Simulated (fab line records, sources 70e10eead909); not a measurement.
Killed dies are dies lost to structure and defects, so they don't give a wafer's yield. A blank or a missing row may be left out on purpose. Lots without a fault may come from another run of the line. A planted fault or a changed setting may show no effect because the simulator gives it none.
fab line records | flow nand_harc
record lots=5 wafers=15 last_day=32
route steps=1302 shown A_STAIRCASE@726
lots that met no fault: from a run of the same line without faults
start_h: hours from the record's first day to the start of the lot's first wafer shown | wait_h: hours since the lot's step before | " the same as in the row above | L1.1+2: a row that stands for several wafers | - no value, or no start given | * or withheld: withheld | < > ~ a bound
route shown NAME@n: a module of which the file shows steps, and the number in the route of the first | usual: mean/standard deviation of fault-free wafers | same: alike in all rows | chamber/n: place in a boat | sites: the reading at each site | _std_site: their standard deviation | _edge_site: outer sites' mean less inner sites' | radius_mm: how far each site lies from the wafer's centre | mask NAME#n: copy n | behind: the tool/chamber that last shaped the wafer | hold: why the lot was held/for how many hours/how that ended | device: the transistor (n, p or np) that didn't switch | end of line: the same wafers' tests at the end of the route | a step without rows: its recipe alone | killed: dies lost to structure and defects at the first sort, not the wafer's yield | map: a wafer's dies, x killed, . not, _ none there
set.NAME: the setting as run; set.NAME@STEP: as run at that earlier step | model.NAME: the simulator's own value behind a step, which no gauge read
lots at some steps of the route; a table a step, a row a wafer
services: from which hour (start_h, from the record's first day; less than 0 if before it) a tool's chamber was out of use, for how many hours, and why
## steps
# step NHARC_A_STAIRCASE_SOFTBAKE_212
# recipe temp_c=135 time_s=170
# step NHARC_A_STAIRCASE_EBR_213
# step NHARC_A_STAIRCASE_EXPOSE_214
# recipe na=0.5 dose_mj=31.26 mask_id=STAIR_3
# step NHARC_A_STAIRCASE_PEB_215
# recipe peb_temp_c=115 peb_time_s=130
# step NHARC_A_STAIRCASE_DEVELOP_216
# recipe time_s=140
# step NHARC_A_STAIRCASE_HARDBAKE_218
# recipe temp_c=120 time_s=140
# step NHARC_A_STAIRCASE_DESCUM_219
# recipe time_s=3 o2_flow_sccm=200 ar_flow_sccm=0 bias_power_w=0 chemistry=O2
# step NHARC_A_STAIRCASE_TRIM_220
# recipe time_s=211.2 o2_flow_sccm=500 ar_flow_sccm=0 bias_w=0 chemistry=O2
# usual drypump_motor_current_A=5.8/0.36 mfc_ar_sccm=0.012/0.014 oes_product_au=0.997/0.0077 rf_vpp_V=57.6/0.86 showerhead_plenum_p_Torr=3.44/0.12 throttle_valve_pct=17.037/0.0086
# same bias_w=0 time_s=211.2
# columns lot.wafer tool chamber start_h wait_h drypump_motor_current_A mfc_ar_sccm oes_product_au rf_hours_counter_h rf_vpp_V showerhead_plenum_p_Torr throttle_valve_pct
L116.4 rie_diel-03 3 395.67 0.1 5.5 0 0.999 31 57.5 3.52 17.031
L116.3 " 1 " " 5.4 0 0.997 28 56.7 3.53 17.042
L116.5 " 3 " " 5.5 0 1.005 - 58.0 3.52 17.056
L118.1 rie_diel-03 2 407.37 0.1 6.0 0 0.997 32 56.3 3.37 17.043
L118.4 " 3 " " 5.5 0 1.002 35 57.5 3.52 17.043
L118.6 " 0 " " 5.8 0.044 1.010 - 57.8 3.43 17.038
L125.1 rie_diel-03 3 474.78 0.1 5.5 0 0.996 3 58.3 3.51 17.038
L125.4 " 1 " " 5.5 0 0.993 2 58.1 3.52 17.040
L125.5 " 3 " " 5.5 0 0.993 - 57.8 3.51 17.033
L133.1 rie_diel-06 3 552.24 0.1 5.5 0.003 1.001 16 56.8 3.29 17.055
L133.3 " 0 " " 5.8 0.018 0.995 13 57.7 3.39 17.039
L133.5 " 2 " " 5.9 0.020 0.997 - 57.7 3.57 17.043
L134.2 rie_diel-06 0 552.58 0.1 5.8 0.018 0.980 13 57.1 3.39 17.036
L134.1 " 2 " " 5.8 0.020 0.991 16 58.9 3.57 17.042
L134.6 " 0 " " 5.8 0.018 0.997 - 58.1 3.39 17.037
# step NHARC_A_STAIRCASE_ETCH_221
# recipe target_depth_a=1000 time_s=40.5 ion_energy_ev=400 c4f8_flow_sccm=20 o2_flow_sccm=10 ar_flow_sccm=withheld rf_w=600 bias_w=1000 chemistry=C4F8/O2
# usual bias_w=1000/3.2 oes_product_au=0.938/0.012 rf_vpp_V=893/4.7
# same time_s=40.5
# columns lot.wafer tool chamber start_h wait_h bias_w oes_product_au rf_hours_counter_h rf_vpp_V
L116.3 rie_diel-03 1 - - 1001 0.930 28 896
L116.4 " 2 " " 995 0.925 27 889
L116.5 " 1 " " 999 0.930 - 897
L118.4 rie_diel-03 2 - - 999 0.931 32 889
L118.1 " 0 " " 1006 0.932 37 893
L118.6 " 3 " " 1002 0.931 - 896
L125.4 rie_diel-03 0 - - 999 0.936 3 890
L125.1 " 1 " " 998 0.933 2 895
L125.5 " 3 " " 996 0.922 - 894
L133.1 rie_diel-06 1 - - 999 0.946 18 891
L133.3 " 2 " " 995 0.935 16 897
L133.5 " 0 " " 1000 0.958 - 890
L134.2 rie_diel-06 1 - - 998 0.941 18 892
L134.1 " 3 " " 1000 0.936 16 886
L134.6 " 2 " " 996 0.928 - 899
# step NHARC_A_STAIRCASE_TRIM_222
# recipe time_s=211.2 o2_flow_sccm=500 ar_flow_sccm=0 bias_w=0 chemistry=O2
# usual drypump_motor_current_A=5.8/0.38 mfc_ar_sccm=0.012/0.014 oes_product_au=0.998/0.0076 rf_vpp_V=57.5/0.79 showerhead_plenum_p_Torr=3.45/0.12 throttle_valve_pct=17.037/0.0097
# same bias_w=0 time_s=211.2
# columns lot.wafer tool chamber start_h wait_h drypump_motor_current_A mfc_ar_sccm oes_product_au rf_hours_counter_h rf_vpp_V showerhead_plenum_p_Torr throttle_valve_pct
L116.4 rie_diel-03 3 - - 5.5 0 1.003 31 58.1 3.52 17.061
L116.3 " 1 " " 5.4 0 0.992 28 57.1 3.53 17.032
L116.5 " 2 " " 6.1 0 0.997 - 57.2 3.37 17.033
L118.4 rie_diel-03 1 - - 5.4 0 1.005 33 55.7 3.53 17.044
L118.1 " 3 " " 5.6 0 1.011 35 57.4 3.52 17.035
L118.6 " 2 " " 6.1 0 0.991 - 58.4 3.37 17.025
L125.1 rie_diel-03 3 - - 5.6 0 0.991 4 58.6 3.51 17.038
L125.4 " 0 " " 5.8 0.044 1.002 3 57.3 3.42 17.033
L125.5 " 2 " " 6.1 0 0.976 - 57.5 3.36 17.056
L133.3 rie_diel-06 2 - - 5.8 0.020 0.999 16 58.4 3.57 17.049
L133.1 " 0 " " 5.8 0.018 0.997 13 58.4 3.39 17.040
L133.5 " 1 " " 6.5 0.012 0.998 - 57.5 3.40 17.033
L134.1 rie_diel-06 3 - - 5.5 0.003 0.992 16 56.4 3.29 17.042
L134.2 " 0 " " 5.8 0.018 0.996 14 56.5 3.39 17.034
L134.6 " 2 " " 5.8 0.020 0.988 - 57.6 3.57 17.032
# step NHARC_A_STAIRCASE_ETCH_223
# recipe target_depth_a=1000 time_s=40.5 ion_energy_ev=400 c4f8_flow_sccm=20 o2_flow_sccm=10 ar_flow_sccm=withheld rf_w=600 bias_w=1000 chemistry=C4F8/O2
# usual bias_w=1000.0/2.9 oes_product_au=0.938/0.0091 rf_vpp_V=893/4.6
# same time_s=40.5
# columns lot.wafer tool chamber start_h wait_h bias_w oes_product_au rf_hours_counter_h rf_vpp_V
L116.3 rie_diel-03 2 - - 1000.8 0.942 27 889
L116.4 " 3 " " 996.9 0.933 31 894
L116.5 " 0 " " 998.6 0.934 - 894
L118.1 rie_diel-03 2 - - 999.4 0.923 32 890
L118.4 " 0 " " 998.8 0.930 37 892
L118.6 " 3 " " 996.6 0.931 - 895
L125.1 rie_diel-03 3 - - 993.5 0.941 4 895
L125.4 " 0 " " 1002.0 0.938 3 892
L125.5 " 2 " " 1004.0 0.925 - 888
L133.3 rie_diel-06 1 - - 999.0 0.933 18 893
L133.1 " 2 " " 993.5 0.940 16 897
L133.5 " 0 " " 1001.7 0.945 - 892
L134.1 rie_diel-06 3 - - 1000.2 0.926 16 889
L134.2 " 0 " " 997.8 0.933 14 892
L134.6 " 2 " " 996.1 0.927 - 898
# step NHARC_A_STAIRCASE_TRIM_224
# recipe time_s=211.2 o2_flow_sccm=500 ar_flow_sccm=0 bias_w=0 chemistry=O2
# usual drypump_motor_current_A=5.8/0.37 mfc_ar_sccm=0.012/0.014 oes_product_au=0.998/0.0072 rf_vpp_V=57.7/0.9 showerhead_plenum_p_Torr=3.44/0.12 throttle_valve_pct=17.037/0.0091
# same bias_w=0 time_s=211.2
# columns lot.wafer tool chamber start_h wait_h drypump_motor_current_A mfc_ar_sccm oes_product_au rf_hours_counter_h rf_vpp_V showerhead_plenum_p_Torr throttle_valve_pct
L116.3 rie_diel-03 2 396.13 - 6.1 0 0.989 27 57.7 3.37 17.052
L116.4 " 3 " " 5.6 0 1.007 31 58.5 3.52 17.043
L116.5 " 2 " " 6.1 0 1.004 - 58.7 3.37 17.034
L118.4 rie_diel-03 1 408.56 - 5.4 0 0.989 34 58.8 3.53 17.038
L118.1 " 2 " " 6.0 0 0.990 33 56.6 3.37 17.045
L118.6 " 3 " " 5.5 0 0.994 - 57.8 3.52 17.024
L125.4 rie_diel-03 3 475.46 - 5.5 0 1.005 4 59.4 3.51 17.047
L125.1 " 0 " " 5.8 0.044 1.192 3 56.2 3.42 17.025
L125.5 " 1 " " 5.4 0 0.998 - 57.3 3.52 17.033
L133.1 rie_diel-06 2 552.76 - 5.8 0.020 0.998 16 59.7 3.57 17.033
L133.3 " 3 " " 5.5 0.003 1.001 16 57.0 3.29 17.033
L133.5 " 1 " " 6.5 0.012 0.997 - 57.6 3.40 17.041
L134.2 rie_diel-06 0 553.11 - 5.8 0.018 1.000 14 57.2 3.39 17.029
L134.1 " 2 " " 5.8 0.020 0.992 16 57.5 3.57 17.034
L134.6 " 3 " " 5.5 0.003 1.005 - 56.6 3.29 17.038
# step NHARC_A_STAIRCASE_ETCH_225
# recipe target_depth_a=1000 time_s=40.5 ion_energy_ev=400 c4f8_flow_sccm=20 o2_flow_sccm=10 ar_flow_sccm=withheld rf_w=600 bias_w=1000 chemistry=C4F8/O2
# usual bias_w=999.9/2.9 oes_product_au=0.939/0.0094 rf_vpp_V=893/4.4
# same time_s=40.5
# columns lot.wafer tool chamber start_h wait_h bias_w oes_product_au rf_hours_counter_h rf_vpp_V
L116.3 rie_diel-03 2 - - 1003.3 0.931 28 890
L116.4 " 3 " " 1001.5 0.941 31 896
L116.5 " 3 " " 1000.1 0.935 - 894
L118.1 rie_diel-03 3 - - 998.4 0.943 36 896
L118.4 " 0 " " 998.5 0.939 38 893
L118.6 " 0 " " 998.2 0.943 - 892
L125.4 rie_diel-03 0 - - 997.2 0.934 3 892
L125.1 " 1 " " 994.8 0.928 3 895
L125.5 " 0 " " 1000.3 0.934 - 892
L133.3 rie_diel-06 0 - - 1000.8 0.940 14 891
L133.1 " 1 " " 1002.4 0.952 18 890
L133.5 " 2 " " 1003.6 0.933 - 897
L134.2 rie_diel-06 2 - - 999.8 0.937 16 896
L134.1 " 1 " " 999.4 0.951 18 891
L134.6 " 2 " " 1002.3 0.931 - 897
## services
# columns tool chamber start_h hours kind
rie_diel-06 1 377.40 2.7 repair
rie_diel-03 0 388.40 - clean
rie_diel-03 1 388.40 - clean
rie_diel-03 2 388.40 - clean
rie_diel-03 3 388.40 - clean
rie_diel-03 0 412.90 - clean
rie_diel-03 1 412.90 - clean
rie_diel-03 2 412.90 - clean
rie_diel-03 3 412.90 - clean
rie_diel-03 0 437.41 - clean
rie_diel-03 1 437.41 - clean
rie_diel-03 2 437.41 - clean
rie_diel-03 3 437.41 - clean
rie_diel-03 - 458.40 9.0 pm
rie_diel-03 0 458.40 9.0 vent_cycle
rie_diel-03 1 458.40 9.0 vent_cycle
rie_diel-03 2 458.40 9.0 vent_cycle
rie_diel-03 3 458.40 9.0 vent_cycle
rie_diel-06 1 464.95 9.0 repair
rie_diel-06 - 484.27 9.0 pm
rie_diel-03 2 507.49 8.3 repair
rie_diel-03 3 511.72 7.1 repair
rie_diel-06 0 512.20 5.7 repair
rie_diel-06 - 545.51 0.6 repair
## key
first_sign step=NHARC_A_STAIRCASE_TRIM_224 reading=oes_product_au direction=up sigmas=27 usual=0.998 struck=1.192
effect none on later readings
met_at NHARC_A_STAIRCASE_TRIM_224
struck_wafers L125.1
later_rows_left_out L125.1
sort_left_out L125.1
tester_left_out L125
fault kind=process_parameter_drift tool=rie_diel-03 chamber=0 onset_h=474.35 steps=NHARC_A_STAIRCASE_TRIM_224 channel=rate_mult offset=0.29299 shape=step end_h=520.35
# tester_left_out: of these lots the tester's yield and bins aren't shown, on N5 and GAA mostly nor the transistor test; their killed dies are dies lost to structure and defects alone, not to doping, threshold or leakage, so they don't give the yield
# sort_left_out: the simulated sort isn't trusted on such a fault, so these wafers' sort isn't shown, and their yield isn't known
# later_rows_left_out: the simulator's readings of these wafers behind a module that went badly wrong aren't trusted and aren't shown, but for the sort
